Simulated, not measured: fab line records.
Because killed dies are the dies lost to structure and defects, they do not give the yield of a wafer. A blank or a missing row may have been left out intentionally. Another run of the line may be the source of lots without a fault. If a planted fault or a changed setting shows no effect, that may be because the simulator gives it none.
A struck lot beside a sound one    flow n5Finfet    16 steps out of a route of 1938
Sound: the wafers L873.1, L873.3, L873.6. Struck: wafer L877.1 (left out: L877.5, L877.6 of the same lot, which were not struck); the cause appears at the end.
Each step with rows lists, per side, the tool, then ch with its chambers, then its first start. Under that, the readings that differ: sound wafers    struck wafers    difference of the means    sigmas: that difference in standard deviations of wafers without a fault.
alike: a reading whose means differ by less than 2 such deviations, as well as words and numbers matching on both sides. not compared: withheld readings; readings where some wafer has no value; bounds like >300 that might hide an equal value; numbers whose values overlap and for which the record gives no deviation.
The two part at a step that has a row with sigmas, a row that says differs or no value, or rows on one side only. Numbers that don't overlap but have no deviation are shown without sigmas and don't part them. Lack of a reading on every wafer of one side parts them only where that side has two or more wafers.

first, 4 steps without rows for these wafers: N5_BEOL_M4_SOFTBAKE_23 (time 60 s); N5_BEOL_M4_EXPOSE_25 (exposes mask V3, defocus 5 nm); N5_BEOL_M4_PEB_26 (peb time 60 s); N5_BEOL_M4_DEVELOP_27 (develop time 30 s).
N5_BEOL_M4_CD_MEAS_28: target cd 26.2 nm, target cd y 24.1 nm.
  sound on cdSem-01 ch 0, day 8 11:01; struck on cdSem-01 ch 0, day 9 10:33
  alike: cdNm
N5_BEOL_M4_OVL_MEAS_29:
  sound on overlay-02 ch 0, day 8 11:03; struck on overlay-01 ch 0, day 9 10:35
  alike: V3_OVL
N5_BEOL_M4_INSPECT_30: inspects for defects (brightfield).
  struck on defectInspect-02, day 9 10:38; sound on defectInspect-02, day 8 11:07
  alike: rawDefectCount
N5_BEOL_M4_DESCUM_33: chemistry O2, time 7 s.
  sound on rieDiel-02 ch 1,2, day 8 11:09; struck on rieDiel-01 ch 3, day 9 10:47
  alike: biasPowerW, drypumpMotorCurrentA, oesProductAu, rfVppV, showerheadPlenumPTorr, throttleValvePct
  not compared: rfHoursCounterH
N5_BEOL_M4_ETCH_77: etches underlayer in N2/H2, target depth 6.5 nm, time 5.2 s.
  sound on rieDiel-02 ch 1,2, day 8 11:11; struck on rieDiel-01 ch 3, day 9 10:49
  alike: drypumpMotorCurrentA, etchRfOnTimeS, n2FlowSccm, oesProductAu, rfVppV, showerheadPlenumPTorr, throttleValvePct
  not compared: rfHoursCounterH
N5_BEOL_M4_ETCH_69: etches SiARC in CF4, target depth 15.6 nm, time 26 s.
  sound on rieDiel-02 ch 1,2, day 8 11:12; struck on rieDiel-01 ch 3, day 9 10:50
reading               sound              struck  difference  sigmas
throttleValvePct (%)  15.42 15.95 15.95  15.35   -0.42       -2
  alike: cf4FlowSccm, drypumpMotorCurrentA, etchRfOnTimeS, oesProductAu, rfVppV, showerheadPlenumPTorr
  not compared: rfHoursCounterH
N5_BEOL_M4_ALD_98: deposits SiO2, target thk 2.5 nm, pulse time 1 s, co reactant pulse time 1 s.
  sound on aldSin-01 ch 0,2,3, day 8 11:17; struck on aldSin-04 ch 2, day 9 11:23
reading           sound     struck  difference  sigmas
heaterPowerW (W)  79 72 87  52      -27         -3
  alike: precursorPulseHeightRel
N5_BEOL_M4_ETCHBACK_99: etches SiO2 in CHF3, target depth 5 nm, time 10.4 s.
  sound on rieDiel-02 ch 0,1, day 8 12:15; struck on rieDiel-02 ch 0, day 9 13:22
  alike: drypumpMotorCurrentA, oesProductAu, rfVppV, showerheadPlenumPTorr, throttleValvePct
  not compared: rfHoursCounterH
N5_BEOL_M4_ETCH_70: etches SOC in N2/H2, target depth 80 nm, overetch 24 nm, time 130 s.
  sound on rieDiel-02 ch 0,1, day 8 12:17; struck on rieDiel-02 ch 0, day 9 13:25
reading    sound              struck  difference  sigmas
tempC (C)  40.01 39.91 40.12  36.30   -3.71       -38
  alike: drypumpMotorCurrentA, n2FlowSccm, oesProductAu, rfVppV, showerheadPlenumPTorr, throttleValvePct
  not compared: rfHoursCounterH
then, 1 step without rows for these wafers: N5_BEOL_M4_STRIP_71 (strips in N2/H2).
N5_BEOL_M4_RC_MEAS_101:
  sound on prober-02 ch 0, day 8 16:34; struck on prober-01 ch 0, day 9 18:23
reading        sound        struck  difference  sigmas
ION_N (uA/um)  692 680 676  649     -34         -3
ION_P (uA/um)  469 464 460  447     -17         -2
VT_N (mV)      245 252 251  256     +7          +2
  alike: DIBL_N, DIBL_P, IOFF_N, IOFF_P, SS_N, SS_P, VT_P
-- the record jumps here: 4 days lie between the struck wafers' starts before and after (it left off in module BEOL_M4 and takes up again in module PASSIVATION, whose first step shown is number 1936 of the route) --
N5_PASSIVATION_PROBE_49:
  struck on prober-01, day 14 04:08; sound on prober-01, day 13 12:11
reading                 sound           struck  difference  sigmas
defectLimitedYield (%)  92.6 90.8 92.7  88.4    -3.6        -2
killed_at_M0_to_M3      21 19 20        45      +25         +2
killedAtContacts        12 12 11        38      +26         +4
killedDies              87 109 86       137     +43         +2
killedShort             31 34 30        50      +18         +2
sort_bin_6_memory (%)   2.5 3.9 2.8     4.8     +1.7        +2
sortNPass               1093 1071 1094  1043    -43         -2
sortYieldPct (%)        92.6 90.8 92.7  88.4    -3.6        -2
  alike: killed_at_M4_up, killedAtFrontEnd, killedAtOther, killedOpen, sort_bin_5_function

== WHERE THEY PART ==
First at N5_BEOL_M4_ETCH_69; last, within this record, at N5_PASSIVATION_PROBE_49.

WHY: what had been put in by the simulator
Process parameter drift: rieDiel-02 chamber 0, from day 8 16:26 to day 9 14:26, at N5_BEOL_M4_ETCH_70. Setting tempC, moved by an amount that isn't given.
